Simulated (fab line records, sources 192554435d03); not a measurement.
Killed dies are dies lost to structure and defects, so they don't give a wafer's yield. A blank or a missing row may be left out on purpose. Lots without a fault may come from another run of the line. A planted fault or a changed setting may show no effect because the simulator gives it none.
One fault seen from 3 desks | flow n5_finfet | each desk has only its own numbers; what lay behind them comes last

THE TOOL OWNER'S DESK: cmp-03
The tool's own readings at N5_GATE_CUT_CMP_61 (polishes, stops on SiNx, t overpolish 3 s): means of the sampled wafers that have a number, for each lot that ran on this tool. A lot is out of limits, marked OUT, if its mean lies more than 4 standard deviations from the usual mean; the brackets give that distance.
Columns: A = head_pressure_psi at N5_GATE_CUT_CMP_61, usual 4.000 psi; B = motor_current_A at N5_GATE_CUT_CMP_61, usual 11.9 A
lot  | first seen here | A     | B
L402 | day 4 22:53     | 4.001 | 12.4
L408 | day 6 10:25     | 3.996 | 12.4
L409 | day 6 18:34     | 3.995 | 12.4
L410 | day 6 20:31     | 4.003 | 12.1
This desk's finding: nothing out of limits on any of the 4 lots.

THE METROLOGY DESK
What the gauges read, lot by lot, whatever tool the lot ran on: means of the sampled wafers that have a number. A lot is out of limits, marked OUT, if its mean lies more than 4 standard deviations from the usual mean; the brackets give that distance. Of its 11 readings 7 are shown: those that lie furthest out on some lot.
Columns: A = GC_FILL_THK at N5_GATE_CUT_THK_MEAS_24, usual 220.7 nm; B = DIBL_P at N5_BEOL_M4_RC_MEAS_101, usual 36.7 mV/V; C = ION_N at N5_BEOL_M4_RC_MEAS_101, usual 673 uA/um; D = ION_P at N5_BEOL_M4_RC_MEAS_101, usual 461 uA/um; E = SS_N at N5_BEOL_M4_RC_MEAS_101, usual 71.5 mV/dec; F = SS_P at N5_BEOL_M4_RC_MEAS_101, usual 73.4 mV/dec; G = VT_P at N5_BEOL_M4_RC_MEAS_101, usual -251 mV
lot  | first seen here | A     | B    | C   | D   | E    | F    | G
L402 | day 4 22:21     | 219.4 | 33.5 | 655 | 450 | 71.1 | 73.1 | -257
L408 | day 6 09:53     | 223.0 | 38.0 | 673 | 458 | 72.1 | 73.7 | -250
L409 | day 6 18:02     | 220.7 | 39.5 | 670 | 459 | 71.9 | 74.8 | -251
L410 | day 6 20:00     | 220.8 | 35.1 | 661 | 451 | 71.0 | 73.2 | -253
L412 | day 7 11:12     | 218.4 | 38.7 | 689 | 469 | 72.2 | 74.1 | -251
L417 | day 8 15:44     | 219.9 | 36.6 | 666 | 457 | 71.9 | 73.4 | -252
L422 | day 9 23:52     | 222.0 | 37.4 | 676 | 468 | 72.5 | 73.5 | -248
This desk's finding: nothing out of limits on any of the 7 lots.

THE DEFECT DESK
What the inspections along the route counted, lot by lot: means of the sampled wafers that have a number. A lot is out of limits, marked OUT, if its mean lies more than 4 standard deviations from the usual mean; the brackets give that distance.
Columns: A = raw_defect_count at N5_GATE_CUT_INSPECT_26, usual 38
lot  | first seen here | A
L402 | day 4 23:05     | 42
L408 | day 6 10:37     | 1070 (+74) OUT
L409 | day 6 18:46     | 1083 (+75) OUT
L410 | day 6 20:44     | 1094 (+75) OUT
L412 | day 7 11:56     | 36
L417 | day 8 16:28     | 24
L422 | day 10 00:36    | 58
This desk's finding: out of limits on L408, L409, L410; first on L408, day 6 10:37 (raw_defect_count at N5_GATE_CUT_INSPECT_26). In limits: L402, L412, L417, L422.

PUT TOGETHER
The defect desk could have raised an alarm at day 6 10:37, on L408, L409, L410.
The tool owner's desk saw nothing out of limits.
The metrology desk saw nothing out of limits.
The tool owner's desk has L408, L409, L410 on record, within its limits.
The metrology desk has L408, L409, L410 on record, within its limits.
Of the lots named, all ran N5_GATE_CUT_CMP_61 on cmp-03.

WHAT THE SIMULATOR HAD PUT IN
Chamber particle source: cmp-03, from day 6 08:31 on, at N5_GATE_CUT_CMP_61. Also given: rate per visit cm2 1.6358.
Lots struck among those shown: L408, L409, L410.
Hours from the fault's start to each desk's first reading out of limits: the defect desk, 2.
